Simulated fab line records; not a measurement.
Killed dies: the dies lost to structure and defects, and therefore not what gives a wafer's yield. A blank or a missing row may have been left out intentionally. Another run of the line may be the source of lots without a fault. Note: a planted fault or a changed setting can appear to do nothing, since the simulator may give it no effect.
Lot-split experiment || flow n5Finfet || 39 wafers read across 7 lots, on a route 1938 steps long

## SPLIT DETAILS
At N5_DUMMY_GATE_HM_DEP_06 (deposits SiNx from DCS/NH3, target thk 80 nm, time 5141 s), the setting timeS was moved away from the recipe's 5141 s on 30 of the 39 wafers read, by -8.9% to +12.8%. All remaining wafers had this setting at the recipe value.

Reading taken at the split's own step.

## THE READING
SiNx_of_DUMMY_GATE_HM_DEP_06.thkNm (the simulator's own value, which no gauge read), in nm, at N5_DUMMY_GATE_HM_DEP_06 (deposits SiNx from DCS/NH3, target thk 80 nm, time 5141 s). The file gives no usual value for it. Across the 9 wafers here that went through the recipe, the average is 79.6 nm and the standard deviation 0.8 nm.

{"wafer": "L075.1", "tool, chamber at the split": "-, -", "timeS as run, s": 5799, "against the recipe": "+12.8%", "SiNx_of_DUMMY_GATE_HM_DEP_06.thkNm, nm": 89.6, "against lot-mates on the recipe": "no lot-mate on the recipe"}
{"wafer": "L075.2", "tool, chamber at the split": "-, -", "timeS as run, s": 5799, "against the recipe": "+12.8%", "SiNx_of_DUMMY_GATE_HM_DEP_06.thkNm, nm": 90.4, "against lot-mates on the recipe": "no lot-mate on the recipe"}
{"wafer": "L075.3", "tool, chamber at the split": "-, -", "timeS as run, s": 5799, "against the recipe": "+12.8%", "SiNx_of_DUMMY_GATE_HM_DEP_06.thkNm, nm": 90, "against lot-mates on the recipe": "no lot-mate on the recipe"}
{"wafer": "L075.4", "tool, chamber at the split": "-, -", "timeS as run, s": 5799, "against the recipe": "+12.8%", "SiNx_of_DUMMY_GATE_HM_DEP_06.thkNm, nm": 90, "against lot-mates on the recipe": "no lot-mate on the recipe"}
{"wafer": "L075.5", "tool, chamber at the split": "-, -", "timeS as run, s": 5799, "against the recipe": "+12.8%", "SiNx_of_DUMMY_GATE_HM_DEP_06.thkNm, nm": 89.4, "against lot-mates on the recipe": "no lot-mate on the recipe"}
{"wafer": "L075.6", "tool, chamber at the split": "-, -", "timeS as run, s": 5799, "against the recipe": "+12.8%", "SiNx_of_DUMMY_GATE_HM_DEP_06.thkNm, nm": 89.8, "against lot-mates on the recipe": "no lot-mate on the recipe"}
{"wafer": "L083.1", "tool, chamber at the split": "-, -", "timeS as run, s": 5708, "against the recipe": "+11.0%", "SiNx_of_DUMMY_GATE_HM_DEP_06.thkNm, nm": 89.8, "against lot-mates on the recipe": "no lot-mate on the recipe"}
{"wafer": "L083.2", "tool, chamber at the split": "-, -", "timeS as run, s": 5708, "against the recipe": "+11.0%", "SiNx_of_DUMMY_GATE_HM_DEP_06.thkNm, nm": 89.8, "against lot-mates on the recipe": "no lot-mate on the recipe"}
{"wafer": "L083.5", "tool, chamber at the split": "-, -", "timeS as run, s": 5708, "against the recipe": "+11.0%", "SiNx_of_DUMMY_GATE_HM_DEP_06.thkNm, nm": 89.8, "against lot-mates on the recipe": "no lot-mate on the recipe"}
{"wafer": "L083.6", "tool, chamber at the split": "-, -", "timeS as run, s": 5708, "against the recipe": "+11.0%", "SiNx_of_DUMMY_GATE_HM_DEP_06.thkNm, nm": 89.8, "against lot-mates on the recipe": "no lot-mate on the recipe"}
{"wafer": "L083.3", "tool, chamber at the split": "-, -", "timeS as run, s": 5708, "against the recipe": "+11.0%", "SiNx_of_DUMMY_GATE_HM_DEP_06.thkNm, nm": 89.6, "against lot-mates on the recipe": "no lot-mate on the recipe"}
{"wafer": "L083.4", "tool, chamber at the split": "-, -", "timeS as run, s": 5708, "against the recipe": "+11.0%", "SiNx_of_DUMMY_GATE_HM_DEP_06.thkNm, nm": 89, "against lot-mates on the recipe": "no lot-mate on the recipe"}
{"wafer": "L084.1", "tool, chamber at the split": "-, -", "timeS as run, s": 4905, "against the recipe": "-4.6%", "SiNx_of_DUMMY_GATE_HM_DEP_06.thkNm, nm": 77.2, "against lot-mates on the recipe": "no lot-mate on the recipe"}
{"wafer": "L084.3", "tool, chamber at the split": "-, -", "timeS as run, s": 4905, "against the recipe": "-4.6%", "SiNx_of_DUMMY_GATE_HM_DEP_06.thkNm, nm": 77.2, "against lot-mates on the recipe": "no lot-mate on the recipe"}
{"wafer": "L084.2", "tool, chamber at the split": "-, -", "timeS as run, s": 4905, "against the recipe": "-4.6%", "SiNx_of_DUMMY_GATE_HM_DEP_06.thkNm, nm": 76.8, "against lot-mates on the recipe": "no lot-mate on the recipe"}
{"wafer": "L084.4", "tool, chamber at the split": "-, -", "timeS as run, s": 4905, "against the recipe": "-4.6%", "SiNx_of_DUMMY_GATE_HM_DEP_06.thkNm, nm": 76.6, "against lot-mates on the recipe": "no lot-mate on the recipe"}
{"wafer": "L084.6", "tool, chamber at the split": "-, -", "timeS as run, s": 4905, "against the recipe": "-4.6%", "SiNx_of_DUMMY_GATE_HM_DEP_06.thkNm, nm": 76.6, "against lot-mates on the recipe": "no lot-mate on the recipe"}
{"wafer": "L084.5", "tool, chamber at the split": "-, -", "timeS as run, s": 4905, "against the recipe": "-4.6%", "SiNx_of_DUMMY_GATE_HM_DEP_06.thkNm, nm": 77.4, "against lot-mates on the recipe": "no lot-mate on the recipe"}
{"wafer": "L092.1", "tool, chamber at the split": "-, -", "timeS as run, s": 5593, "against the recipe": "+8.8%", "SiNx_of_DUMMY_GATE_HM_DEP_06.thkNm, nm": 86, "against lot-mates on the recipe": "no lot-mate on the recipe"}
{"wafer": "L092.3", "tool, chamber at the split": "-, -", "timeS as run, s": 5593, "against the recipe": "+8.8%", "SiNx_of_DUMMY_GATE_HM_DEP_06.thkNm, nm": 86, "against lot-mates on the recipe": "no lot-mate on the recipe"}
{"wafer": "L092.2", "tool, chamber at the split": "-, -", "timeS as run, s": 5593, "against the recipe": "+8.8%", "SiNx_of_DUMMY_GATE_HM_DEP_06.thkNm, nm": 86.4, "against lot-mates on the recipe": "no lot-mate on the recipe"}
{"wafer": "L092.4", "tool, chamber at the split": "-, -", "timeS as run, s": 5593, "against the recipe": "+8.8%", "SiNx_of_DUMMY_GATE_HM_DEP_06.thkNm, nm": 85.4, "against lot-mates on the recipe": "no lot-mate on the recipe"}
{"wafer": "L092.5", "tool, chamber at the split": "-, -", "timeS as run, s": 5593, "against the recipe": "+8.8%", "SiNx_of_DUMMY_GATE_HM_DEP_06.thkNm, nm": 85.8, "against lot-mates on the recipe": "no lot-mate on the recipe"}
{"wafer": "L092.6", "tool, chamber at the split": "-, -", "timeS as run, s": 5593, "against the recipe": "+8.8%", "SiNx_of_DUMMY_GATE_HM_DEP_06.thkNm, nm": 85.6, "against lot-mates on the recipe": "no lot-mate on the recipe"}
{"wafer": "L093.1", "tool, chamber at the split": "lpcvd-02, 0/40", "timeS as run, s": 5141, "against the recipe": "recipe", "SiNx_of_DUMMY_GATE_HM_DEP_06.thkNm, nm": 81, "against lot-mates on the recipe": "-"}
{"wafer": "L093.2", "tool, chamber at the split": "lpcvd-02, 0/45", "timeS as run, s": 5141, "against the recipe": "recipe", "SiNx_of_DUMMY_GATE_HM_DEP_06.thkNm, nm": 80.6, "against lot-mates on the recipe": "-"}
{"wafer": "L093.4", "tool, chamber at the split": "lpcvd-02, 0/54", "timeS as run, s": 5141, "against the recipe": "recipe", "SiNx_of_DUMMY_GATE_HM_DEP_06.thkNm, nm": 80, "against lot-mates on the recipe": "-"}
{"wafer": "L094.1", "tool, chamber at the split": "-, -", "timeS as run, s": 4686, "against the recipe": "-8.9%", "SiNx_of_DUMMY_GATE_HM_DEP_06.thkNm, nm": 74, "against lot-mates on the recipe": "no lot-mate on the recipe"}
{"wafer": "L094.3", "tool, chamber at the split": "-, -", "timeS as run, s": 4686, "against the recipe": "-8.9%", "SiNx_of_DUMMY_GATE_HM_DEP_06.thkNm, nm": 74, "against lot-mates on the recipe": "no lot-mate on the recipe"}
{"wafer": "L094.2", "tool, chamber at the split": "-, -", "timeS as run, s": 4686, "against the recipe": "-8.9%", "SiNx_of_DUMMY_GATE_HM_DEP_06.thkNm, nm": 73.2, "against lot-mates on the recipe": "no lot-mate on the recipe"}
{"wafer": "L094.4", "tool, chamber at the split": "-, -", "timeS as run, s": 4686, "against the recipe": "-8.9%", "SiNx_of_DUMMY_GATE_HM_DEP_06.thkNm, nm": 73.4, "against lot-mates on the recipe": "no lot-mate on the recipe"}
{"wafer": "L094.5", "tool, chamber at the split": "-, -", "timeS as run, s": 4686, "against the recipe": "-8.9%", "SiNx_of_DUMMY_GATE_HM_DEP_06.thkNm, nm": 73.8, "against lot-mates on the recipe": "no lot-mate on the recipe"}
{"wafer": "L094.6", "tool, chamber at the split": "-, -", "timeS as run, s": 4686, "against the recipe": "-8.9%", "SiNx_of_DUMMY_GATE_HM_DEP_06.thkNm, nm": 73.8, "against lot-mates on the recipe": "no lot-mate on the recipe"}
{"wafer": "L096.1", "tool, chamber at the split": "-, -", "timeS as run, s": 5141, "against the recipe": "recipe", "SiNx_of_DUMMY_GATE_HM_DEP_06.thkNm, nm": 79.2, "against lot-mates on the recipe": "-"}
{"wafer": "L096.2", "tool, chamber at the split": "-, -", "timeS as run, s": 5141, "against the recipe": "recipe", "SiNx_of_DUMMY_GATE_HM_DEP_06.thkNm, nm": 79, "against lot-mates on the recipe": "-"}
{"wafer": "L096.5", "tool, chamber at the split": "-, -", "timeS as run, s": 5141, "against the recipe": "recipe", "SiNx_of_DUMMY_GATE_HM_DEP_06.thkNm, nm": 79, "against lot-mates on the recipe": "-"}
{"wafer": "L096.6", "tool, chamber at the split": "-, -", "timeS as run, s": 5141, "against the recipe": "recipe", "SiNx_of_DUMMY_GATE_HM_DEP_06.thkNm, nm": 79, "against lot-mates on the recipe": "-"}
{"wafer": "L096.3", "tool, chamber at the split": "-, -", "timeS as run, s": 5141, "against the recipe": "recipe", "SiNx_of_DUMMY_GATE_HM_DEP_06.thkNm, nm": 78.6, "against lot-mates on the recipe": "-"}
{"wafer": "L096.4", "tool, chamber at the split": "-, -", "timeS as run, s": 5141, "against the recipe": "recipe", "SiNx_of_DUMMY_GATE_HM_DEP_06.thkNm, nm": 80.2, "against lot-mates on the recipe": "-"}

FIT RESULTS
A straight line over all 39 wafers: SiNx_of_DUMMY_GATE_HM_DEP_06.thkNm changes by +0.76 nm for each +1% of timeS; r = +0.99; the points scatter about the line by 0.82 nm.
Too few moved wafers have a lot-mate on the recipe to fit a line with each lot's own level taken away.

## THE FILE'S OWN FIT
SiNx_of_DUMMY_GATE_HM_DEP_06.thkNm changes by +0.76 nm for each +1% of timeS, r = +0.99.
